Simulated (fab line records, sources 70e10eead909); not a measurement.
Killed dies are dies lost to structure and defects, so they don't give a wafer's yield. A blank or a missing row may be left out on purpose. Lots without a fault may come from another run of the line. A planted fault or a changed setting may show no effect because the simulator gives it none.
Which tool did it? | flow nand_harc | 11 lots, 33 wafers sampled, at 4 steps of a route of 1159

WHAT THE GAUGES READ, wafer by wafer
NHARC_A_CONTACT_CD_MEAS_42: target cd 200 nm.
lot  | measured     | on        | cd_nm (nm)
L484 | day 16 14:45 | cd_sem-01 | 200.0 199.4 199.2
L483 | day 16 09:02 | cd_sem-01 | 200.1 200.4 200.0
L488 | day 16 18:45 | cd_sem-01 | 199.1 199.1 199.5
L485 | day 16 22:23 | cd_sem-02 | 199.1 199.9 199.7
L487 | day 17 00:42 | cd_sem-03 | 199.8 200.3 200.1
L490 | day 17 18:50 | cd_sem-03 | 200.3 200.2 200.4
L491 | day 18 19:35 | cd_sem-02 | 214.3 213.5 213.2 214.4 213.7 213.2
L495 | day 19 10:59 | cd_sem-02 | 199.4 199.4 199.0
L496 | day 19 11:42 | cd_sem-03 | 210.2 210.1 210.4 209.9 209.8 210.3
L502 | day 20 20:29 | cd_sem-02 | 199.6 199.6 199.8
L505 | day 21 17:09 | cd_sem-02 | 200.3 200.8 200.7

WHICH TOOL RAN EACH LOT (tool, then ch and the chambers of the sampled wafers, then the start)
lot  | NHARC_A_SLIT_DESCUM_14             | NHARC_A_CONTACT_DEP_29          | NHARC_A_CONTACT_EXPOSE_39
L484 | rie_diel-07 ch 0,1,2, day 14 15:10 | pecvd-01 ch 1,2, day 16 13:56   | arfi_scanner-01 ch 0, day 16 14:37
L483 | rie_diel-09 ch 0,2,3, day 14 15:20 | pecvd-01 ch 1,2, day 16 08:13   | arfi_scanner-02 ch 0, day 16 08:53
L488 | rie_diel-01 ch 1,2,3, day 14 23:05 | pecvd-02 ch 0,1,2, day 16 18:02 | arfi_scanner-01 ch 0, day 16 18:37
L485 | rie_diel-09 ch 1,3, day 14 23:16   | pecvd-01 ch 0,2, day 16 21:40   | arfi_scanner-02 ch 0, day 16 22:14
L487 | rie_diel-09 ch 0,1,2, day 15 04:53 | pecvd-02 ch 1,2, day 16 23:58   | arfi_scanner-03 ch 0, day 17 00:34
L490 | rie_diel-09 ch 1,2,3, day 15 21:46 | pecvd-01 ch 0,2, day 17 18:14   | arfi_scanner-03 ch 0, day 17 18:42
L491 | rie_diel-09 ch 0,2, day 16 20:41   | pecvd-03 ch 0,2, day 18 18:59   | arfi_scanner-01 ch 0, day 18 19:26
L495 | rie_diel-07 ch 0,2,3, day 17 14:28 | pecvd-01 ch 0,1, day 19 10:22   | arfi_scanner-03 ch 0, day 19 10:51
L496 | rie_diel-01 ch 1,2,3, day 17 15:41 | pecvd-01 ch 0,1,2, day 19 11:04 | arfi_scanner-01 ch 0, day 19 11:34
L502 | rie_diel-01 ch 0,2,3, day 18 16:58 | pecvd-02 ch 0,1,2, day 20 19:46 | arfi_scanner-03 ch 0, day 20 20:21
L505 | rie_diel-09 ch 1,2,3, day 19 08:46 | pecvd-01 ch 0,1,2, day 21 16:31 | arfi_scanner-03 ch 0, day 21 17:01
- NHARC_A_SLIT_DESCUM_14: chemistry O2, time 3 s.
- NHARC_A_CONTACT_DEP_29: deposits SiON, target thk 70 nm.
- NHARC_A_CONTACT_EXPOSE_39: exposes mask A CC 3.

THE ANSWER, worked out from the rows above alone
Rule: what is usual is taken from the lots themselves. Put in order of their means at a reading, lots are off if they are a third of the lots or fewer, leave a main group of 4 or more, and stand apart from it by a gap of 3 or more times the standard deviation of the main group's means; of several such gaps the widest counts. A main group whose means are all the same, to the digits that the tables above print for the reading, isn't used. A lot without any number at a reading at which 4 lots or more have one is off too. The other lots that the step has rows for count as sound.
Off: L491, L496, at NHARC_A_CONTACT_CD_MEAS_42 (cd_nm). The main group: mean 199.8 nm, standard deviation 0.45.
A tool fits if, at a process step before that reading, it ran every lot that is off, and no sound lot after the first of them. The gauges at NHARC_A_CONTACT_CD_MEAS_42 are tried like those tools. One fits: arfi_scanner-01 at NHARC_A_CONTACT_EXPOSE_39. Its last sound lot is L488 (day 16 18:37), its first lot that is off L491 (day 18 19:26): a fault that began between those two fits.

WHAT THE SIMULATOR HAD PUT IN
Process parameter drift: arfi_scanner-01, from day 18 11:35 on, at NHARC_A_CONTACT_EXPOSE_39. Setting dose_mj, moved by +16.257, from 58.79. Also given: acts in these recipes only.
Lots struck among those shown: L491, L496. The rule above found the same.
